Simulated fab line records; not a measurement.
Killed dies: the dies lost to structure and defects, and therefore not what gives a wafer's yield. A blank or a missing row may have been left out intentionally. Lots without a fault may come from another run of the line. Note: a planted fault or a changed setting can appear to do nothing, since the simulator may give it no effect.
fab line records | flow nand_harc
record: lots: 5 wafers: 15 last_day: 31
route steps=1302 shown P_ZERO_WELL@29 END@1302
lots with no fault: from the same line, run without faults
start_h: hours from the record's opening day to when the first of the lot's shown wafers began | wait_h: hours elapsed since this lot's preceding step | " repeats the value in the row above | L1.1+2: one row covering several wafers at once | - no value present, or no start provided | * or withheld: withheld | < > ~ a bound
route shown NAME@n: a module of which the file shows steps, and the number in the route of the first | usual: mean/standard deviation taken from wafers without a fault | same: alike in all rows | chamber/n: place in a boat | sites: readings site by site | _std_site: the values' standard deviation | _edge_site: outer sites' mean less inner sites' | radius_mm: for every site, how far away it sits from the centre of the wafer | mask NAME#n: copy n | behind: tool/chamber where the wafer was last shaped | hold: cause of the lot's hold/its duration in hours/its outcome | device: transistor that didn't switch, given as n, p or np | end of line: tests of these same wafers at the route's end | for a step that has no rows: nothing shown but its recipe | killed: dies that structure and defects cost at the first sort, which is not the same as the wafer's yield | map: per-die view of a wafer (x killed, . not killed, _ where there is no die)
set.NAME: the setting that was run; set.NAME@STEP: the one run at that earlier step | model.NAME: the simulator's own value behind a step, which no gauge read
lots seen at some steps along the route; tables by step, rows by wafer
services: a tool's chamber out of use, with start hour (start_h, from the record's first day; less than 0 if before it), hours out, and reason
== steps ==
step: NHARC_P_ZERO_WELL_CD_MEAS_24
recipe: target_cd_nm: 720 landing_energy_ev: 500
usual: cd_nm: 718.7/2.3
same: landing_energy_ev: 500
columns lot.wafer tool chamber start_h wait_h cd_nm
L939.3 cd_sem-02 0 22.58 - 713.5
L939.4 " 0 " " 720.2
L939.6 " 0 " " 721.6
L949.1 cd_sem-01 0 122.43 - 719.4
L949.2 " 0 " " 716.6
L949.3 " 0 " " 723.4
L955.3 cd_sem-03 0 182.50 - 719.3
L955.5 " 0 " " 719.6
L955.6 " 0 " " 721.0
L956.2 cd_sem-03 0 192.59 - 717.8
L956.5 " 0 " " 723.5
L956.6 " 0 " " 716.2
L958.3 cd_sem-03 0 212.60 - 719.5
L958.5 " 0 " " 720.9
L958.6 " 0 " " 720.4
step: NHARC_P_ZERO_WELL_HARDBAKE_25
recipe: temp_c: 125 time_s: 80
step: NHARC_P_ZERO_WELL_DESCUM_26
recipe: time_s: 3 o2_flow_sccm: 200 ar_flow_sccm: 0 bias_power_w: 0 chemistry: O2
usual: drypump_motor_current_A: 5.9/0.36 mfc_ar_sccm: 0.014/0.014 oes_product_au: 0.999/0.014 rf_vpp_V: 57.9/0.9 showerhead_plenum_p_Torr: 1.89/0.066 throttle_valve_pct: 11.312/0.0081
columns lot.wafer tool chamber start_h wait_h drypump_motor_current_A mfc_ar_sccm oes_product_au rf_hours_counter_h rf_vpp_V showerhead_plenum_p_Torr throttle_valve_pct
L939.3 rie_diel-02 1 22.77 - 5.8 0.026 0.998 50 58.5 2.00 11.312
L939.6 " 0 " " 6.1 0.016 0.983 - 58.5 1.78 11.319
L939.4 " 1 " " 5.8 0.026 0.990 - 57.5 2.00 11.307
L949.1 rie_diel-10 1 122.61 - 5.0 0.002 0.991 20 58.8 1.98 11.311
L949.3 " 2 " " 5.7 0.003 0.984 18 58.8 1.91 11.313
L949.2 " 3 " " 6.2 0 1.014 22 56.7 1.91 11.310
L955.3 rie_diel-02 3 182.68 - 5.5 0.001 0.976 44 57.4 1.87 11.309
L955.5 " 1 " " 5.8 0.026 0.997 - 57.8 1.99 11.300
L955.6 " 2 " " 6.5 0 1.009 - 58.3 1.77 11.315
L956.2 rie_diel-09 1 192.75 - 6.2 0.039 0.998 12 56.7 1.89 11.313
L956.5 " 1 " " 6.2 0.039 0.993 - 58.7 1.89 11.310
L956.6 " 2 " " 6.1 0.019 1.010 - 58.2 1.82 11.305
L958.3 rie_diel-10 1 212.79 - 5.1 0.002 0.992 56 58.8 1.96 11.307
L958.6 " 2 " " 5.7 0.003 0.999 - 57.5 1.90 11.309
L958.5 " 3 " " 6.2 0 0.999 - 57.1 1.90 11.309
step: NHARC_P_ZERO_WELL_IMPLANT_27
recipe: energy_kev: 600 dose_cm2: 1e+13 tilt_deg: 7
step: NHARC_P_ZERO_WELL_IMPLANT_57
recipe: energy_kev: 250 dose_cm2: 4e+12 tilt_deg: 7
step: NHARC_P_ZERO_WELL_IMPLANT_58
recipe: energy_kev: 100 dose_cm2: 2e+12 tilt_deg: 7
step: NHARC_P_ZERO_WELL_STRIP_28
recipe: time_s: 840 temp_c: 130 chemistry: SPM
step: NHARC_P_ZERO_WELL_DEHYDRATE_29
recipe: temp_c: 150 time_s: 120
step: NHARC_P_ZERO_WELL_HMDS_30
recipe: time_s: 30
step: NHARC_P_ZERO_WELL_COAT_31
recipe: spin_rpm: withheld
step: NHARC_P_ZERO_WELL_SOFTBAKE_32
recipe: temp_c: 122 time_s: 95
step: NHARC_P_ZERO_WELL_EBR_33
step: NHARC_P_ZERO_WELL_EXPOSE_34
recipe: na: 0.6 target_cd_nm: 720 dose_mj: 22.31 mask_id: P_PWELL
usual: reticle_temp_C: 22.99/0.12
same: na: 0.6
columns lot.wafer tool chamber start_h wait_h mask reticle_temp_C
L939.3 krf_scanner-01 0 23.97 - P_PWELL#0 23.05
L939.4 " 0 " " P_PWELL#0 22.98
L939.6 " 0 " " P_PWELL#0 22.94
L949.1 krf_scanner-01 0 123.91 - P_PWELL_R1#0 22.97
L949.2 " 0 " " P_PWELL_R1#0 23.06
L949.3 " 0 " " P_PWELL_R1#0 22.83
L955.3 krf_scanner-02 0 184.01 - P_PWELL#0 22.89
L955.5 " 0 " " P_PWELL#0 22.89
L955.6 " 0 " " P_PWELL#0 22.99
L956.2 krf_scanner-02 0 193.96 - P_PWELL#0 22.79
L956.5 " 0 " " P_PWELL#0 23.11
L956.6 " 0 " " P_PWELL#0 22.77
L958.3 krf_scanner-04 0 213.98 - P_PWELL#0 22.97
L958.5 " 0 " " P_PWELL#0 22.89
L958.6 " 0 " " P_PWELL#0 22.96
step: NHARC_P_ZERO_WELL_PEB_35
recipe: peb_temp_c: 118 peb_time_s: 85
step: NHARC_P_ZERO_WELL_DEVELOP_36
recipe: time_s: 70
step: NHARC_P_ZERO_WELL_CD_MEAS_37
recipe: target_cd_nm: 720 landing_energy_ev: 500
usual: cd_nm: 721.0/2.1
same: landing_energy_ev: 500
columns lot.wafer tool chamber start_h wait_h cd_nm
L939.3 cd_sem-02 0 24.12 - 720.9
L939.4 " 0 " " 720.7
L939.6 " 0 " " 724.3
L949.1 cd_sem-02 0 124.07 - 764.5
L949.2 " 0 " " 770.8
L949.3 " 0 " " 768.4
L955.3 cd_sem-03 0 184.17 - 718.8
L955.5 " 0 " " 717.9
L955.6 " 0 " " 720.7
L956.2 cd_sem-01 0 194.11 - 719.4
L956.5 " 0 " " 717.2
L956.6 " 0 " " 723.5
L958.3 cd_sem-01 0 214.13 - 719.9
L958.5 " 0 " " 722.7
L958.6 " 0 " " 722.4
step: NHARC_P_ZERO_WELL_HARDBAKE_38
recipe: temp_c: 125 time_s: 80
step: NHARC_END_SORT_01
recipe: temp_c: 25
usual: killed_at_array: 61/26 killed_at_other: 0.8/1.1 killed_at_periphery: 4.0/2.6 killed_dies: 66/26 killed_open: 3.1/1.7 killed_short: 2.5/1.5
same: gross_dies: 677
columns lot.wafer tool chamber start_h wait_h killed_at_array killed_at_other killed_at_periphery killed_dies killed_open killed_short
L949.3 prober-01 0 667.09 3.1 47 0 7 54 4 3
L955.3 prober-02 0 727.80 3.1 85 3 4 92 4 3
L955.5 prober-02 0 729.38 3.7 106 0 2 108 3 5
L955.6 prober-02 0 730.17 3.9 84 2 2 88 2 6
killed by level:class
L949.3 A_SLIT:chamber_film_flake=27 A_CHANNEL_HOLE_D1:chamber_film_flake=7 A_CONTACT:chamber_film_flake=4 A_CHANNEL_FILL_D1:geometric_particle:open=2 P_GATE:chamber_film_flake=2 A_STAIRCASE:chamber_film_flake=2 P_ZERO_WELL:area_expose=2 P_M2:geometric_particle:open=1
L955.3 A_CHANNEL_HOLE_D1:chamber_film_flake=32 A_SLIT:chamber_film_flake=22 A_CHANNEL_HOLE_D2:chamber_film_flake=19 A_CONTACT:chamber_film_flake=3 THIN_TSV:chamber_film_flake=3 A_SGD_CUT:geometric_particle:short=2 P_STI:chamber_film_flake=2 A_STAIRCASE:chamber_film_flake=2
L955.5 A_CHANNEL_HOLE_D1:chamber_film_flake=38 A_SLIT:chamber_film_flake=31 A_CHANNEL_HOLE_D2:chamber_film_flake=24 A_ZERO_WELL:chamber_film_flake=3 A_CONTACT:chamber_film_flake=2 P_CONTACT:geometric_particle:open=1 A_SOURCE_PLATE:geometric_particle:short=1 A_ONON_D1:geometric_particle:short=1
L955.6 A_SLIT:chamber_film_flake=30 A_CHANNEL_HOLE_D1:chamber_film_flake=23 A_CHANNEL_HOLE_D2:chamber_film_flake=20 P_CONTACT:geometric_particle:short=2 A_BLC:geometric_particle:open=2 A_STAIRCASE:chamber_film_flake=2 THIN_TSV:chamber_film_flake=2 A_CONTACT:chamber_film_flake=2
== services ==
columns tool chamber start_h hours kind
rie_diel-02 2 7.41 6.6 repair
rie_diel-10 - 11.96 0.1 repair
krf_scanner-04 - 12.30 4.0 pm
rie_diel-02 3 17.72 10.3 repair
krf_scanner-02 - 23.43 2.2 repair
rie_diel-02 0 37.80 6.7 repair
rie_diel-02 - 40.58 9.0 pm
rie_diel-02 1 58.38 36.9 repair
rie_diel-02 0 60.90 4.3 repair
rie_diel-10 - 65.57 9.0 pm
krf_scanner-04 - 69.04 1.1 repair
krf_scanner-02 - 94.00 4.0 pm
rie_diel-09 - 98.19 0.7 repair
rie_diel-09 - 101.34 1.3 repair
krf_scanner-01 - 104.93 0.4 repair
krf_scanner-02 - 114.81 0.6 repair
rie_diel-10 3 125.96 7.4 repair
krf_scanner-01 - 140.08 1.5 repair
krf_scanner-04 - 141.51 0.5 repair
krf_scanner-01 - 143.79 4.0 pm
rie_diel-02 1 177.08 2.9 repair
rie_diel-10 1 184.91 2.1 repair
krf_scanner-01 - 195.68 1.6 repair
rie_diel-02 1 196.36 6.5 repair
== key ==
first_sign: step: NHARC_P_ZERO_WELL_EXPOSE_34 reading: mask direction: changed
effect: step: NHARC_P_ZERO_WELL_CD_MEAS_37 reading: cd_nm direction: up sigmas: 23 usual: 721.0 struck: 767.9
met_at NHARC_P_ZERO_WELL_EXPOSE_34
struck_wafers L949.1,L949.2,L949.3
tester_left_out L949
onset_between 23.97 123.91
fault: kind: wrong_mask tool: any chamber: - onset_h: 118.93 steps: NHARC_P_ZERO_WELL_EXPOSE_34 aux_copy: P_PWELL_R1#0 cd_offset_nm: 47.739 scope: struck_lots_only
tester_left_out: of these lots the tester's yield and bins aren't shown, on N5 and GAA mostly nor the transistor test; their killed dies are dies lost to structure and defects alone, not to doping, threshold or leakage, so they don't give the yield
